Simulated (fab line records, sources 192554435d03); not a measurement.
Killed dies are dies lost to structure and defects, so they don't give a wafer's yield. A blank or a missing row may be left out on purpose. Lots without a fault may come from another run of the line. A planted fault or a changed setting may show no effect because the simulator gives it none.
Split-lot experiment | flow n5_finfet | 7 lots, 21 wafers read, on a route of 1938 steps

THE SPLIT
At N5_MOL_CONTACT_COAG_ETCHBACK_135 (etches SiO2 in CHF3, target depth 25 nm, time 16.7 s), the setting time_s was moved away from the recipe's 16.7 s on 7 of the 21 wafers read, by -22.3% to +15.3%. The other wafers ran this setting at the recipe's value.

The reading is taken at the split's own step.

THE READING
SOC_of_MOL_CONTACT_COAG_COAT_75.thk_nm (the simulator's own value, which no gauge read), in nm, at N5_MOL_CONTACT_COAG_ETCHBACK_135 (etches SiO2 in CHF3, target depth 25 nm, time 16.7 s). The file gives no usual value for it. The 14 wafers here that ran the recipe average 57.3 nm, standard deviation 0.16 nm.

wafer  | tool, chamber at the split | time_s as run, s | against the recipe | SOC_of_MOL_CONTACT_COAG_COAT_75.thk_nm, nm | against lot-mates on the recipe
L074.1 | rie_diel-02, 1             | 16.7             | recipe             | 57.4                                       | -
L074.3 | rie_diel-02, 0             | 12.98            | -22.3%             | 57.8                                       | +0.5
L074.4 | rie_diel-02, 2             | 16.7             | recipe             | 57.2                                       | -
L075.3 | rie_diel-06, 2,1           | 15.04            | -9.9%              | 57.8                                       | +0.4
L075.5 | rie_diel-06, 2,1           | 15.04            | -9.9%              | 57.8                                       | +0.4
L075.4 | rie_diel-06, 2             | 16.7             | recipe             | 57.4                                       | -
L085.1 | rie_diel-02, 0,2,1         | 16.7             | recipe             | 57.2                                       | -
L085.2 | rie_diel-02, 0,2,1         | 16.7             | recipe             | 57.2                                       | -
L085.6 | rie_diel-02, 0,2,1         | 16.7             | recipe             | 57.2                                       | -
L091.4 | rie_diel-06, 3             | 16.7             | recipe             | 57.2                                       | -
L091.5 | rie_diel-06, 3             | 19.26            | +15.3%             | 57                                         | -0.2
L091.6 | rie_diel-06, 0             | 19.26            | +15.3%             | 56.8                                       | -0.4
L092.2 | rie_diel-01, 1,2           | 16.7             | recipe             | 57.2                                       | -
L092.4 | rie_diel-01, 1,2           | 16.7             | recipe             | 57.2                                       | -
L092.3 | rie_diel-01, 0             | 16.7             | recipe             | 57                                         | -
L093.1 | rie_diel-06, 2             | 19.16            | +14.7%             | 56.8                                       | -0.4
L093.3 | rie_diel-06, 1             | 19.16            | +14.7%             | 56.6                                       | -0.6
L093.5 | rie_diel-06, 2             | 16.7             | recipe             | 57.2                                       | -
L095.2 | rie_diel-06, 0             | 16.7             | recipe             | 57.4                                       | -
L095.5 | rie_diel-06, 3,2           | 16.7             | recipe             | 57.6                                       | -
L095.6 | rie_diel-06, 3,2           | 16.7             | recipe             | 57.6                                       | -
Where a row lists several chambers, the file gives one row for several wafers and doesn't say which wafer went through which chamber.

THE FIT
A straight line over all 21 wafers: SOC_of_MOL_CONTACT_COAG_COAT_75.thk_nm changes by -0.0319 nm for each +1% of time_s; r = -0.86; the points scatter about the line by 0.17 nm.
The same after taking each lot's own level away (the mean of its wafers on the recipe; 21 wafers): -0.027 nm for each +1%; r = -0.92; scatter 0.1 nm.
On that fit, the largest move of time_s shifts the reading by 0.6 nm.
The lots' own levels span 57.13 to 57.53 nm, that is 2.4 times the standard deviation above.
So the lot-to-lot level changes the slope: the two fits differ.
Check: with one of the wafers moved furthest among these (-22.3%) left out of the fit, the line predicts +0.68 nm for it against its lot-mates. It came out at +0.5 nm against them.

OTHER SPLITS ON THESE WAFERS
These wafers also went through other splits before the reading. Each is held against what the fit with the lots' levels taken away leaves over:
other split on the same wafers       | wafers away from the commonest value | r with SOC_of_MOL_CONTACT_COAG_COAT_75.thk_nm (lot level and that fit taken away)
N5_SD_EPI_N_EPI_21 temp_c            | 11                                   | +0.37
N5_SD_EPI_N_PRECLEAN_49 time_s       | 7                                    | -0.08
N5_SDB_COAT_05 spin_rpm              | 9                                    | +0.12
N5_SDB_ALD_29 ald_cycles             | 4                                    | +0.06
N5_HKMG_FIN_PEB_10 peb_time_s        | 7                                    | +0.08
N5_HKMG_FIN_ETCH_35 source_w         | 7                                    | +0.41
N5_MOL_CONTACT_COAG_ETCH_105 bias_w  | 6                                    | +0.26
N5_MOL_CONTACT_COAG_ETCH_15 source_w | 5                                    | +0.04

THE FILE'S OWN FIT
SOC_of_MOL_CONTACT_COAG_COAT_75.thk_nm changes by -0.0259 nm for each +1% of time_s, r = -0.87.
